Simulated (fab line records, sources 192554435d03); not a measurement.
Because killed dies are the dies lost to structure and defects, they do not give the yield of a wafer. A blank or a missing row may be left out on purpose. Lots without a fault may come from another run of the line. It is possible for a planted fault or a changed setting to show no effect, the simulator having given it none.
A struck lot beside a sound one | flow n5Finfet | 15 steps out of a route of 1938
Sound: these wafers, L136.1, L136.3, L136.5. Struck: wafer L148.2; the same lot's L148.5 was not struck, so it is left out; see the end for the cause.
Each step with rows lists, per side, the tool, then ch with its chambers, then its first start. Under that, the readings that differ: sound wafers | struck wafers | difference of the means | sigmas: that difference in standard deviations of wafers without a fault.
alike: a reading whose means differ by less than 2 such deviations, as well as words and numbers matching on both sides. not compared: withheld readings; readings where some wafer has no value; bounds like >300 that might hide an equal value; numbers whose values overlap and for which the record gives no deviation.
Wherever a step has rows on one side only, a row that says differs or no value, or a row with sigmas, the two part there. When numbers do not overlap yet have no deviation, they are printed without sigmas and do not part them. A reading missing from all wafers of one side parts the sides only when that side holds two or more wafers.

N5_BEOL_M9_STRIP_80: strips in N2/H2, time 10 s.
  sound on rieDiel-03 ch 0,1,2; struck on rieDiel-05 ch 3
  alike: drypumpMotorCurrentA, oesProductAu, rfVppV, showerheadPlenumPTorr, throttleValvePct
  not compared: rfHoursCounterH
N5_BEOL_M9_OCD_MEAS_38:
  sound on ocd-01 at day 11 07:31; struck on ocd-01 at day 14 07:04
  alike: trenchDepthNm
then, 4 steps without rows for these wafers: N5_BEOL_M9_HM_STRIP_39 (strips TiN in peroxide tin strip, target depth 25 nm, time 158 s); N5_BEOL_M9_SRD_40 (time 30 s); N5_BEOL_M9_PRECLEAN_42 (cleans in residue remover, time 60 s); N5_BEOL_M9_SRD_43 (time 30 s).
N5_BEOL_M9_CD_MEAS_35: target cd 70 nm, target cd y 40 nm.
  sound on cdSem-01 at day 11 07:40; struck on cdSem-01 at day 14 07:13
  alike: cdNm
then, 1 step without rows for these wafers: N5_BEOL_M9_CURE_72 (cures SiCOH lowk, time 120 s).
N5_BEOL_M9_DEGAS_44: time 60 s.
  sound on pvdSputter-03 at day 11 08:04; struck on pvdSputter-03 at day 14 07:51
  alike: heaterPowerW
then, 1 step without rows for these wafers: N5_BEOL_M9_PRE_CLEAN_45 (time 30 s).
N5_BEOL_M9_ALD_74: deposits TaN, target thk 2 nm, pulse time 2 s, purge time 3 s.
  sound on aldMetal-01 ch 1,3, day 11 08:11; struck on aldMetal-02 ch 1, day 14 07:57
  alike: chamberPressureTorr, heaterPowerW, precursorVesselCarrierSccm, precursorVesselTempC
N5_BEOL_M9_SURFACE_TREAT_79:
  sound on pvdSputter-03 at day 11 08:28; struck on pvdSputter-01 at day 14 08:17
  not compared: throttleValvePct
N5_BEOL_M9_CVD_78: deposits Co from CCTBA/H2, target thk 2 nm, time 138.9 s.
  sound on cvdCo-01 ch 0,1,2, day 11 08:40; struck on cvdCo-02 ch 2, day 14 08:21
reading        | sound             | struck | difference | sigmas
runLengthS (s) | 160.8 161.8 161.4 | 116.6  | -44.7      | -76
  alike: chamberPressureTorr
N5_BEOL_M9_SPUTTER_48: material Cu, target thk 12 nm, time 2 s.
  sound on pvdSputter-02 at day 11 09:27; struck on pvdSputter-01 at day 14 08:31
  alike: throttleValvePct
-- record jumps: 2 days separate the struck wafers' starts on either side; left off in module BEOL_M9, taken up again in module PASSIVATION, whose first shown step is the route's number 1936 --
N5_PASSIVATION_PROBE_49:
  sound on prober-02 at day 13 20:06; struck on prober-02 at day 16 17:08
reading       | sound | struck | difference | sigmas
killedAtOther | 1 5 7 | 20     | +16        | +4
  alike: defectLimitedYield, killed_at_M0_to_M3, killed_at_M4_up, killedAtContacts, killedAtFrontEnd, killedDies, killedOpen, killedShort, sort_bin_5_function, sort_bin_6_memory, sortNPass, sortYieldPct

== WHERE THEY PART ==
At N5_BEOL_M9_CVD_78 first; at N5_PASSIVATION_PROBE_49 last (within this record only).

WHY: whatever the simulator had introduced
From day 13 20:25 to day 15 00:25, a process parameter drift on cvdCo-02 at N5_BEOL_M9_CVD_78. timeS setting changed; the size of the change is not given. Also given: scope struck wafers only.
